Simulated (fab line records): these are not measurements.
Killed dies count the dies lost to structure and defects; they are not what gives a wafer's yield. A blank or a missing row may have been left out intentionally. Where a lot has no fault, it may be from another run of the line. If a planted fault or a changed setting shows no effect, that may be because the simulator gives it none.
fab line records | flow nand-harc
record: lots: 11 | wafers: 33 | last-day: 24
route steps=1159 shown A_STAIRCASE@550 END@1159
lots untouched by any fault: they come from a run of this same line in which no faults occurred
start-h: the number of hours between the record's first day and the start of the first shown wafer of the lot | wait-h: time in hours since the lot's previous step | " identical to the entry in the row above | L1.1+2: one row covering several wafers at once | - either no value or no given start | * or withheld: withheld | < > ~ a bound
route shown NAME@n: NAME is a module with steps in the file, n the number in the route of the first one | usual: mean and standard deviation over wafers with no fault | same: alike in all rows | chamber/n: place in a boat | sites: per-site readings | _std_site: the values' standard deviation | _edge_site: outer sites' mean less inner sites' | radius-mm: how far each site lies from the wafer's centre | mask NAME#n: copy n | behind: the most recent tool/chamber to have shaped the wafer | hold: cause of the lot's hold/its duration in hours/its outcome | device: names the non-switching transistor (n, p or np) | end of line: at the end of the route, the tests of the same wafers | a step with no rows: only its recipe | killed: the dies lost at the first sort to structure and to defects; this is not the yield of the wafer | map: the dies of a wafer, with x for killed, . for not killed, _ for no die there
set.NAME: the setting as run; set.NAME@STEP: as run at that earlier step | model.NAME: the simulator's own value behind a step, which no gauge read
a sample of lots followed through the steps of the route, with each step as a table and each wafer as a row
services: a tool's chamber out of use, with start hour (start-h, from the record's first day; less than 0 if before it), hours out, and reason
== steps ==
step: NHARC_A_STAIRCASE_TRIM_14
recipe: time-s: 211.2 | o2-flow-sccm: 500 | ar-flow-sccm: 0 | bias-w: 0 | chemistry: O2
usual: drypump-motor-current-A: 5.6/0.52 | oes-product-au: 1.001/0.0069 | rf-vpp-V: 57.8/0.93 | run-length-s: 232.7/0.41 | showerhead-plenum-p-Torr: 3.52/0.18 | throttle-valve-pct: 17.036/0.0088
lot.wafer | tool        | chamber | start-h | wait-h | drypump-motor-current-A | oes-product-au | rf-hours-counter-h | rf-vpp-V | run-length-s | showerhead-plenum-p-Torr | throttle-valve-pct
L508.3    | rie-diel-10 | 2       | -       | -      | 5.3                     | 1.006          | 24                 | 56.7     | 232.7        | 3.35                     | 17.055
L508.4    | "           | 0       | "       | "      | 5.6                     | 1.007          | 28                 | 59.0     | 232.6        | 3.44                     | 17.039
L508.5    | "           | 2       | "       | "      | 5.3                     | 1.004          | -                  | 57.2     | 232.7        | 3.35                     | 17.047
L512.3    | rie-diel-10 | 3       | -       | -      | 5.0                     | 0.995          | 23                 | 58.9     | 232.6        | 3.48                     | 17.030
L512.2    | "           | 0       | "       | "      | 5.6                     | 0.998          | 30                 | 58.8     | 232.7        | 3.44                     | 17.042
L512.6    | "           | 2       | "       | "      | 5.3                     | 0.992          | -                  | 57.5     | 232.9        | 3.35                     | 17.046
L510.3    | rie-diel-12 | 3       | -       | -      | 5.4                     | 1.009          | 16                 | 58.7     | 232.7        | 3.80                     | 17.038
L510.5    | "           | 2       | "       | "      | 4.8                     | 1.003          | -                  | 57.3     | 232.9        | 3.30                     | 17.042
L510.6    | "           | 3       | "       | "      | 5.4                     | 1.001          | -                  | 59.9     | 232.9        | 3.80                     | 17.040
L511.4    | rie-diel-12 | 1       | -       | -      | 5.2                     | 1.003          | 18                 | 58.2     | 232.4        | 3.70                     | 17.048
L511.3    | "           | 3       | "       | "      | 5.4                     | 0.995          | 17                 | 59.2     | 232.7        | 3.80                     | 17.033
L511.5    | "           | 2       | "       | "      | 4.9                     | 1.008          | -                  | 57.6     | 233.0        | 3.30                     | 17.018
L513.1    | rie-diel-12 | 0       | -       | -      | 5.5                     | 1.001          | 19                 | 58.9     | 233.0        | 3.80                     | 17.032
L513.6    | "           | 1       | "       | "      | 5.2                     | 0.996          | -                  | 59.7     | 232.8        | 3.70                     | 17.058
L513.5    | "           | 2       | "       | "      | 4.8                     | 1.001          | -                  | 57.1     | 233.0        | 3.30                     | 17.035
L514.1    | rie-diel-12 | 1       | -       | -      | 5.2                     | 1.014          | 25                 | 57.6     | 232.4        | 3.70                     | 17.034
L514.2    | "           | 3       | "       | "      | 5.4                     | 1.001          | 24                 | 57.3     | 232.1        | 3.79                     | 17.056
L514.6    | "           | 1       | "       | "      | 5.2                     | 1.010          | -                  | 58.0     | 232.5        | 3.70                     | 17.038
L517.1    | rie-diel-12 | 0       | -       | -      | 5.6                     | 0.995          | 34                 | 59.1     | 232.8        | 3.79                     | 17.032
L517.6    | "           | 1       | "       | "      | 5.2                     | 1.005          | -                  | 57.6     | 232.8        | 3.69                     | 17.037
L517.5    | "           | 2       | "       | "      | 4.9                     | 0.999          | -                  | 55.6     | 233.4        | 3.29                     | 17.034
L520.2    | rie-diel-01 | 2       | -       | -      | 6.7                     | 0.999          | 57                 | 57.7     | 232.0        | 3.52                     | 17.047
L520.3    | "           | 3       | "       | "      | 6.3                     | 0.995          | 57                 | 55.8     | 232.5        | 3.68                     | 17.034
L520.5    | "           | 0       | "       | "      | 6.3                     | 0.998          | -                  | 57.9     | 233.2        | 3.29                     | 17.025
L519.2    | rie-diel-01 | 3       | -       | -      | 6.3                     | 1.009          | 57                 | 58.0     | 232.8        | 3.68                     | 17.028
L519.3    | "           | 1       | "       | "      | 5.7                     | 1.004          | 57                 | 57.5     | 232.1        | 3.57                     | 17.031
L519.5    | "           | 3       | "       | "      | 6.3                     | 1.013          | -                  | 57.8     | 233.1        | 3.68                     | 17.026
L527.3    | rie-diel-01 | 1       | -       | -      | 5.7                     | 0.997          | 14                 | 58.5     | 232.1        | 3.56                     | 17.042
L527.1    | "           | 2       | "       | "      | 6.6                     | 0.999          | 13                 | 58.0     | 231.8        | 3.51                     | 17.031
L527.5    | "           | 3       | "       | "      | 6.3                     | 1.005          | -                  | 58.1     | 232.6        | 3.67                     | 17.044
L529.2    | rie-diel-01 | 1       | -       | -      | 5.7                     | 1.007          | 14                 | 58.7     | 232.0        | 3.56                     | 17.028
L529.3    | "           | 2       | "       | "      | 6.6                     | 0.988          | 13                 | 57.3     | 232.0        | 3.51                     | 17.030
L529.1    | "           | 3       | "       | "      | 6.3                     | 1.002          | 14                 | 58.5     | 232.5        | 3.67                     | 17.044
step: NHARC_A_STAIRCASE_TRIM_16
recipe: time-s: 211.2 | o2-flow-sccm: 500 | ar-flow-sccm: 0 | bias-w: 0 | chemistry: O2
usual: drypump-motor-current-A: 5.6/0.51 | oes-product-au: 1.002/0.007 | rf-vpp-V: 57.9/0.93 | run-length-s: 232.7/0.38 | showerhead-plenum-p-Torr: 3.53/0.18 | throttle-valve-pct: 17.037/0.0096
lot.wafer | tool        | chamber | start-h | wait-h | drypump-motor-current-A | oes-product-au | rf-hours-counter-h | rf-vpp-V | run-length-s | showerhead-plenum-p-Torr | throttle-valve-pct
L508.3    | rie-diel-10 | 1       | -       | -      | 5.8                     | 1.005          | 25                 | 57.7     | 232.9        | 3.34                     | 17.021
L508.4    | "           | 2       | "       | "      | 5.3                     | 0.996          | 24                 | 55.9     | 233.4        | 3.35                     | 17.034
L508.5    | "           | 1       | "       | "      | 5.8                     | 1.009          | -                  | 58.2     | 232.8        | 3.34                     | 17.024
L512.2    | rie-diel-10 | 2       | -       | -      | 5.3                     | 0.994          | 26                 | 57.1     | 232.8        | 3.35                     | 17.028
L512.3    | "           | 0       | "       | "      | 5.6                     | 1.021          | 30                 | 58.5     | 232.6        | 3.44                     | 17.026
L512.6    | "           | 2       | "       | "      | 5.3                     | 1.004          | -                  | 58.7     | 233.0        | 3.35                     | 17.036
L510.3    | rie-diel-12 | 3       | -       | -      | 5.4                     | 1.001          | 16                 | 58.7     | 232.1        | 3.80                     | 17.029
L510.5    | "           | 0       | "       | "      | 5.6                     | 0.994          | -                  | 59.8     | 232.8        | 3.80                     | 17.045
L510.6    | "           | 1       | "       | "      | 5.2                     | 1.002          | -                  | 58.9     | 232.6        | 3.70                     | 17.028
L511.4    | rie-diel-12 | 3       | -       | -      | 5.4                     | 1.013          | 17                 | 57.2     | 232.2        | 3.80                     | 17.043
L511.3    | "           | 0       | "       | "      | 5.6                     | 1.006          | 19                 | 58.2     | 233.0        | 3.80                     | 17.024
L511.5    | "           | 3       | "       | "      | 5.4                     | 1.005          | -                  | 57.4     | 232.4        | 3.80                     | 17.055
L513.1    | rie-diel-12 | 2       | -       | -      | 4.9                     | 1.010          | 16                 | 58.1     | 233.2        | 3.30                     | 17.031
L513.6    | "           | 2       | "       | "      | 4.9                     | 0.998          | -                  | 55.9     | 233.0        | 3.30                     | 17.039
L513.5    | "           | 3       | "       | "      | 5.4                     | 1.013          | -                  | 59.3     | 232.4        | 3.80                     | 17.037
L514.1    | rie-diel-12 | 3       | -       | -      | 5.4                     | 1.004          | 24                 | 58.7     | 232.1        | 3.79                     | 17.019
L514.2    | "           | 0       | "       | "      | 5.6                     | 0.981          | 26                 | 58.9     | 233.2        | 3.79                     | 17.039
L514.6    | "           | 2       | "       | "      | 4.8                     | 0.998          | -                  | 57.2     | 232.9        | 3.30                     | 17.040
L517.1    | rie-diel-12 | 2       | -       | -      | 4.9                     | 1.002          | 31                 | 58.7     | 233.0        | 3.29                     | 17.022
L517.5    | "           | 1       | "       | "      | 5.2                     | 1.011          | -                  | 58.5     | 233.2        | 3.69                     | 17.048
L517.6    | "           | 2       | "       | "      | 4.8                     | 1.004          | -                  | 57.6     | 232.9        | 3.29                     | 17.030
L520.3    | rie-diel-01 | 2       | -       | -      | 6.7                     | 1.004          | 57                 | 58.0     | 231.8        | 3.52                     | 17.035
L520.2    | "           | 3       | "       | "      | 6.2                     | 1.006          | 57                 | 57.2     | 232.7        | 3.68                     | 17.039
L520.5    | "           | 1       | "       | "      | 5.7                     | 1.000          | -                  | 58.2     | 232.1        | 3.57                     | 17.025
L519.3    | rie-diel-01 | 1       | -       | -      | 5.7                     | 0.996          | 57                 | 57.4     | 232.3        | 3.57                     | 17.037
L519.2    | "           | 2       | "       | "      | 6.6                     | 0.996          | 57                 | 56.5     | 232.5        | 3.52                     | 17.054
L519.5    | "           | 1       | "       | "      | 5.7                     | 0.995          | -                  | 57.8     | 232.3        | 3.57                     | 17.027
L527.1    | rie-diel-01 | 3       | -       | -      | 6.3                     | 1.009          | 14                 | 58.3     | 232.8        | 3.67                     | 17.039
L527.3    | "           | 0       | "       | "      | 6.3                     | 0.996          | 15                 | 56.4     | 233.2        | 3.28                     | 17.031
L527.5    | "           | 1       | "       | "      | 5.7                     | 1.013          | -                  | 56.6     | 232.1        | 3.56                     | 17.045
L529.2    | rie-diel-01 | 1       | -       | -      | 5.7                     | 0.996          | 14                 | 58.0     | 232.6        | 3.56                     | 17.034
L529.3    | "           | 2       | "       | "      | 6.6                     | 0.997          | 14                 | 57.3     | 231.8        | 3.51                     | 17.041
L529.1    | "           | 3       | "       | "      | 6.2                     | 0.991          | 14                 | 57.0     | 233.2        | 3.67                     | 17.043
step: NHARC_A_STAIRCASE_TRIM_18
recipe: time-s: 211.2 | o2-flow-sccm: 500 | ar-flow-sccm: 0 | bias-w: 0 | chemistry: O2
usual: drypump-motor-current-A: 5.6/0.52 | oes-product-au: 1.002/0.0067 | rf-vpp-V: 57.7/0.96 | run-length-s: 232.7/0.4 | showerhead-plenum-p-Torr: 3.53/0.18 | throttle-valve-pct: 17.036/0.0085
lot.wafer | tool        | chamber | start-h | wait-h | drypump-motor-current-A | oes-product-au | rf-hours-counter-h | rf-vpp-V | run-length-s | showerhead-plenum-p-Torr | throttle-valve-pct
L508.4    | rie-diel-10 | 0       | 251.00  | -      | 5.6                     | 1.007          | 29                 | 58.8     | 232.7        | 3.44                     | 17.045
L508.3    | "           | 1       | "       | "      | 5.9                     | 1.002          | 26                 | 56.5     | 232.7        | 3.34                     | 17.049
L508.5    | "           | 3       | "       | "      | 5.0                     | 1.002          | -                  | 59.5     | 232.7        | 3.48                     | 17.038
L512.2    | rie-diel-10 | 0       | 258.14  | -      | 5.6                     | 1.000          | 30                 | 57.9     | 232.9        | 3.44                     | 17.039
L512.3    | "           | 3       | "       | "      | 5.0                     | 0.999          | 23                 | 58.4     | 232.9        | 3.48                     | 17.050
L512.6    | "           | 1       | "       | "      | 5.9                     | 1.004          | -                  | 58.0     | 232.9        | 3.34                     | 17.042
L510.3    | rie-diel-12 | 1       | 259.01  | -      | 5.2                     | 1.001          | 17                 | 56.3     | 232.4        | 3.70                     | 17.044
L510.6    | "           | 2       | "       | "      | 4.9                     | 1.005          | -                  | 57.6     | 233.3        | 3.30                     | 17.034
L510.5    | "           | 3       | "       | "      | 5.4                     | 0.999          | -                  | 59.0     | 232.8        | 3.80                     | 17.033
L511.3    | rie-diel-12 | 1       | 261.91  | -      | 5.3                     | 1.001          | 18                 | 57.3     | 232.7        | 3.70                     | 17.042
L511.4    | "           | 2       | "       | "      | 4.9                     | 1.002          | 16                 | 58.0     | 233.6        | 3.30                     | 17.035
L511.5    | "           | 3       | "       | "      | 5.4                     | 1.008          | -                  | 57.6     | 232.6        | 3.80                     | 17.050
L513.1    | rie-diel-12 | 3       | 262.20  | -      | 5.4                     | 1.002          | 17                 | 57.5     | 232.3        | 3.80                     | 17.044
L513.6    | "           | 3       | "       | "      | 5.4                     | 1.015          | -                  | 58.3     | 232.2        | 3.80                     | 17.040
L513.5    | "           | 0       | "       | "      | 5.6                     | 1.008          | -                  | 57.7     | 232.8        | 3.80                     | 17.033
L514.2    | rie-diel-12 | 2       | 275.79  | -      | 4.8                     | 0.996          | 23                 | 57.6     | 232.8        | 3.30                     | 17.039
L514.1    | "           | 0       | "       | "      | 5.6                     | 1.001          | 26                 | 57.9     | 232.8        | 3.79                     | 17.032
L514.6    | "           | 1       | "       | "      | 5.2                     | 1.005          | -                  | 57.8     | 232.7        | 3.70                     | 17.044
L517.1    | rie-diel-12 | 2       | 301.87  | -      | 4.8                     | 1.002          | 31                 | 56.8     | 157.8        | 3.29                     | 17.027
L517.5    | "           | 1       | "       | "      | 5.2                     | 1.004          | -                  | 58.2     | 232.6        | 3.69                     | 17.056
L517.6    | "           | 2       | "       | "      | 4.8                     | 0.999          | -                  | 55.6     | 157.7        | 3.29                     | 17.022
L520.2    | rie-diel-01 | 1       | 311.62  | -      | 5.7                     | 1.000          | 57                 | 56.3     | 232.1        | 3.57                     | 17.049
L520.3    | "           | 3       | "       | "      | 6.2                     | 1.007          | 57                 | 58.1     | 232.5        | 3.68                     | 17.041
L520.5    | "           | 1       | "       | "      | 5.7                     | 0.995          | -                  | 57.3     | 232.3        | 3.57                     | 17.037
L519.2    | rie-diel-01 | 2       | 311.69  | -      | 6.6                     | 1.005          | 58                 | 58.4     | 231.9        | 3.52                     | 17.048
L519.3    | "           | 0       | "       | "      | 6.4                     | 1.003          | 57                 | 56.5     | 233.4        | 3.29                     | 17.051
L519.5    | "           | 2       | "       | "      | 6.7                     | 1.001          | -                  | 58.4     | 232.3        | 3.52                     | 17.038
L527.1    | rie-diel-01 | 2       | 354.91  | -      | 6.6                     | 1.006          | 14                 | 59.4     | 231.8        | 3.51                     | 17.045
L527.3    | "           | 3       | "       | "      | 6.3                     | 1.005          | 15                 | 58.1     | 232.5        | 3.67                     | 17.032
L527.5    | "           | 2       | "       | "      | 6.7                     | 0.996          | -                  | 58.0     | 232.0        | 3.51                     | 17.052
L529.2    | rie-diel-01 | 1       | 355.09  | -      | 5.7                     | 1.006          | 14                 | 58.2     | 232.1        | 3.56                     | 17.048
L529.1    | "           | 2       | "       | "      | 6.7                     | 0.999          | 14                 | 58.5     | 232.5        | 3.51                     | 17.034
L529.3    | "           | 3       | "       | "      | 6.3                     | 0.998          | 15                 | 58.4     | 232.6        | 3.67                     | 17.041
step: NHARC_A_STAIRCASE_ETCH_21
recipe: target-depth-a: 1000 | time-s: 40.5 | ion-energy-ev: 400 | c4f8-flow-sccm: 20 | o2-flow-sccm: 10 | ar-flow-sccm: withheld | rf-w: 600 | bias-w: 1000 | chemistry: C4F8/O2
usual: oes-product-au: 0.950/0.014 | rf-vpp-V: 895/6.5
lot.wafer | tool        | chamber | start-h | wait-h | oes-product-au | rf-hours-counter-h | rf-vpp-V
L508.4    | rie-diel-01 | 1       | -       | -      | 0.943          | 37                 | 897
L508.3    | "           | 2       | "       | "      | 0.968          | 36                 | 897
L508.5    | "           | 3       | "       | "      | 0.967          | -                  | 903
L512.3    | rie-diel-12 | 0       | -       | -      | 0.938          | 18                 | 905
L512.2    | "           | 1       | "       | "      | 0.964          | 17                 | 901
L512.6    | "           | 3       | "       | "      | 0.940          | -                  | 906
L510.3    | rie-diel-01 | 2       | -       | -      | 0.946          | 39                 | 896
L510.6    | "           | 3       | "       | "      | 0.955          | -                  | 902
L510.5    | "           | 0       | "       | "      | 0.969          | -                  | 887
L511.3    | rie-diel-10 | 0       | -       | -      | 0.951          | 32                 | 893
L511.4    | "           | 0       | "       | "      | 0.947          | -                  | 895
L511.5    | "           | 2       | "       | "      | 0.942          | -                  | 889
L513.1    | rie-diel-10 | 1       | -       | -      | 0.938          | 30                 | 887
L513.5    | "           | 1       | "       | "      | 0.956          | -                  | 889
L513.6    | "           | 2       | "       | "      | 0.939          | -                  | 888
L514.1    | rie-diel-10 | 3       | -       | -      | 0.956          | 26                 | 894
L514.2    | "           | 0       | "       | "      | 0.965          | 39                 | 892
L514.6    | "           | 2       | "       | "      | 0.976          | -                  | 888
L517.1    | rie-diel-12 | 2       | -       | -      | 0.937          | 31                 | 887
L517.6    | "           | 3       | "       | "      | 0.953          | -                  | 906
L517.5    | "           | 0       | "       | "      | 0.941          | -                  | 904
L520.3    | rie-diel-12 | 3       | -       | -      | 0.939          | 37                 | 907
L520.2    | "           | 1       | "       | "      | 0.940          | 38                 | 903
L520.5    | "           | 2       | "       | "      | 0.943          | -                  | 888
L519.2    | rie-diel-10 | 3       | -       | -      | 0.928          | 37                 | 893
L519.3    | "           | 0       | "       | "      | 0.940          | 49                 | 893
L519.5    | "           | 3       | "       | "      | 0.939          | -                  | 895
L527.1    | rie-diel-12 | 3       | -       | -      | 0.925          | 53                 | 906
L527.3    | "           | 1       | "       | "      | 0.923          | 55                 | 901
L527.5    | "           | 3       | "       | "      | 0.925          | -                  | 906
L529.3    | rie-diel-01 | 0       | -       | -      | 0.954          | 15                 | 888
L529.2    | "           | 1       | "       | "      | 0.956          | 15                 | 897
L529.1    | "           | 2       | "       | "      | 0.935          | 15                 | 896
step: NHARC_END_SORT_01
recipe: temp-c: 25
usual: killed-at-array: 24/7.4 | killed-at-other: 0.5/0.81 | killed-at-periphery: 3.4/2.3 | killed-dies: 28/8 | killed-open: 3.4/1.8 | killed-short: 2.0/1.4
same: gross-dies: 677
lot.wafer | tool      | chamber | start-h | wait-h | killed-at-array | killed-at-other | killed-at-periphery | killed-dies | killed-open | killed-short
L517.1    | prober-01 | 0       | 497.45  | 2.5    | 354             | 0               | 7                   | 361         | 3           | 1
L517.5    | prober-01 | 0       | 500.69  | 3.7    | 24              | 0               | 9                   | 33          | 5           | 2
L517.6    | prober-01 | 0       | 501.49  | 4.0    | 374             | 0               | 7                   | 381         | 4           | 2
L519.2    | prober-02 | 0       | 517.92  | 2.8    | 17              | 1               | 5                   | 23          | 2           | 1
L519.3    | prober-02 | 0       | 518.70  | 3.1    | 15              | 0               | 9                   | 24          | 5           | 1
L519.5    | prober-02 | 0       | 520.26  | 3.6    | 20              | 2               | 3                   | 25          | 5           | 4
L520.5    | prober-01 | 0       | 520.38  | 3.7    | 27              | 0               | 2                   | 29          | 5           | 1
killed by level:class
L517.1 A_STAIRCASE:area-trim=324 A_SLIT:chamber-film-flake=12 P_ZERO_WELL:chamber-film-flake=5 A_CONTACT:chamber-film-flake=5 A_CHANNEL_HOLE_D1:chamber-film-flake=4 A_WL_FILL:chamber-film-flake=4 A_CONTACT:geometric-particle:open=2 A_STAIRCASE:chamber-film-flake=2
L517.5 A_SLIT:chamber-film-flake=10 A_CHANNEL_HOLE_D1:chamber-film-flake=4 A_CONTACT:chamber-film-flake=4 P_ZERO_WELL:chamber-film-flake=3 P_GATE:geometric-particle:open=1 P_CONTACT:geometric-particle:short=1 P_M1:geometric-particle:open=1 A_CHANNEL_FILL_D1:geometric-particle:open=1
L517.6 A_STAIRCASE:area-trim=347 A_SLIT:chamber-film-flake=12 P_ZERO_WELL:chamber-film-flake=5 A_CHANNEL_HOLE_D1:chamber-film-flake=3 A_STAIRCASE:chamber-film-flake=3 A_CONTACT:geometric-particle:open=2 A_WL_FILL:chamber-film-flake=2 A_CHANNEL_FILL_D1:geometric-particle:open=1
L519.2 A_WL_FILL:chamber-film-flake=5 P_ZERO_WELL:chamber-film-flake=4 A_CHANNEL_HOLE_D1:chamber-film-flake=4 A_STAIRCASE:chamber-film-flake=2 A_CONTACT:chamber-film-flake=2 A_ONON_D1:geometric-particle:open=1 A_WL_FILL:geometric-particle:short=1 A_BLC:geometric-particle:open=1
L519.3 P_ZERO_WELL:chamber-film-flake=5 A_CHANNEL_HOLE_D1:chamber-film-flake=5 A_WL_FILL:chamber-film-flake=3 P_M1:chamber-film-flake=2 A_STAIRCASE:chamber-film-flake=2 P_CONTACT:geometric-particle:open=1 A_ONON_D1:geometric-particle:open=1 A_CHANNEL_FILL_D1:geometric-particle:open=1
L519.5 A_CHANNEL_HOLE_D1:chamber-film-flake=4 A_STAIRCASE:chamber-film-flake=4 A_CONTACT:geometric-particle:open=3 P_ZERO_WELL:chamber-film-flake=3 A_WL_FILL:chamber-film-flake=3 A_STAIRCASE:geometric-particle:short=1 A_SGD_CUT:geometric-particle:short=1 A_SLIT:geometric-particle:open=1
L520.5 A_CHANNEL_HOLE_D1:chamber-film-flake=18 A_CONTACT:chamber-film-flake=3 A_CONTACT:geometric-particle:open=2 P_GATE:chamber-film-flake=2 A_CHANNEL_FILL_D1:geometric-particle:open=1 A_SGD_CUT:geometric-particle:open=1 A_WL_FILL:geometric-particle:short=1 A_M0:geometric-particle:open=1
== services ==
tool        | chamber | start-h | hours | kind
rie-diel-12 | 0       | 235.92  | -     | clean
rie-diel-12 | 1       | 235.92  | -     | clean
rie-diel-12 | 2       | 235.92  | -     | clean
rie-diel-12 | 3       | 235.92  | -     | clean
rie-diel-12 | 0       | 260.42  | -     | clean
rie-diel-12 | 1       | 260.42  | -     | clean
rie-diel-12 | 2       | 260.42  | -     | clean
rie-diel-12 | 3       | 260.42  | -     | clean
rie-diel-12 | 0       | 284.92  | -     | clean
rie-diel-12 | 1       | 284.92  | -     | clean
rie-diel-12 | 2       | 284.92  | -     | clean
rie-diel-12 | 3       | 284.92  | -     | clean
rie-diel-12 | 2       | 285.43  | 4.8   | repair
rie-diel-12 | 0       | 309.42  | -     | clean
rie-diel-12 | 1       | 309.42  | -     | clean
rie-diel-12 | 2       | 309.42  | -     | clean
rie-diel-12 | 3       | 309.42  | -     | clean
rie-diel-01 | -       | 314.99  | 9.0   | pm
rie-diel-12 | 0       | 333.92  | -     | clean
rie-diel-12 | 1       | 333.92  | -     | clean
rie-diel-12 | 2       | 333.92  | -     | clean
rie-diel-12 | 3       | 333.92  | -     | clean
rie-diel-12 | 3       | 334.04  | 1.7   | repair
rie-diel-10 | -       | 354.21  | 9.0   | pm
== key ==
first-sign: step: NHARC_A_STAIRCASE_TRIM_18 | reading: run-length-s | direction: down | sigmas: 99+ | usual: * | struck: *
effect: step: NHARC_END_SORT_01 | reading: killed-at-array | direction: up | sigmas: 46 | usual: 24 | struck: 364
more-kills-born-at: NHARC_A_STAIRCASE_TRIM_18@rie-diel-12: 671
met-at NHARC_A_STAIRCASE_TRIM_18
struck-lots L517
struck-wafers L517.1,L517.6
later-rows-left-out L517.6
tester-left-out L517
not-acting-at NHARC_A_STAIRCASE_TRIM_14,NHARC_A_STAIRCASE_TRIM_16,NHARC_A_STAIRCASE_ETCH_21
onset-between 275.79 301.87
fault: kind: process-parameter-drift | tool: rie-diel-12 | chamber: 2 | onset-h: 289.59 | steps: NHARC_A_STAIRCASE_TRIM_18 | channel: time-s | offset: * | shape: step | end-h: 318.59 | acts-in: * | stated: *
tester-left-out: of these lots the tester's yield and bins aren't shown, on N5 and GAA mostly nor the transistor test; their killed dies are dies lost to structure and defects alone, not to doping, threshold or leakage, so they don't give the yield
later-rows-left-out: the simulator's readings of these wafers behind a module that went badly wrong aren't trusted and aren't shown, but for the sort
